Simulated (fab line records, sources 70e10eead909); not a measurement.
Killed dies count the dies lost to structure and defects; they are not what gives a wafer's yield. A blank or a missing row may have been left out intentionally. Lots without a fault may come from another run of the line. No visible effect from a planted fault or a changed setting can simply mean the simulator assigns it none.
Matching of chambers ; flow nandHarc ; pecvd-03 running NHARC_P_M2_DEP_33: 3 sister chambers
The step deposits SiCN, target thk 30 nm. 14 wafers are shown with their chamber, then 7 later ones without.

## WAFERS PAIRED WITH THEIR CHAMBERS
wafer;chamber;heaterPowerW (W)
L765.2;0;472
L765.4;0;486
L765.6;2;414
L777.2;0;453
L777.3;2;488
L777.6;0;459
L775.1;0;435
L775.4;1;666
L775.6;0;438
L779.1;0;522
L779.2;2;400
L779.3;1;661
L780.3;2;484
L780.4;1;662

SIGNATURES (averages over the wafers above)
reading;chamber 0;chamber 1;chamber 2;scatter within a chamber
heaterPowerW;466.43;663.00;446.50;32.9
Rule: distance of a wafer from a chamber = root of the sum over the readings of ((wafer's reading minus chamber's mean) / reading's scatter) squared. If the next closest chamber is less than 2 further off than the closest, the wafer can't be placed; otherwise it belongs to the closest. How the scatter is found: for the shown wafers, subtract from each reading the mean of its chamber, square and add these, divide the total by (wafers less chambers), then take the root.

## WAFERS WITH NO CHAMBER GIVEN
wafer;heaterPowerW (W)
L780.6;527
L781.2;494
L781.4;492
L781.5;487
L784.1;497
L784.3;681
L784.6;500

## EACH ONE'S CHAMBER
wafer;from the rows above;in truth
L780.6;can't be placed: 0 or 2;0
L781.2;can't be placed: 0 or 2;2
L781.4;can't be placed: 0 or 2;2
L781.5;can't be placed: 0 or 2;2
L784.1;can't be placed: 0 or 2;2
L784.3;1;1
L784.6;can't be placed: 0 or 2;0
Placed correctly: 1 of 7. Cannot be placed on the basis of these rows: 6; the candidates contain the true chamber in 6. Placed wrongly: 0.
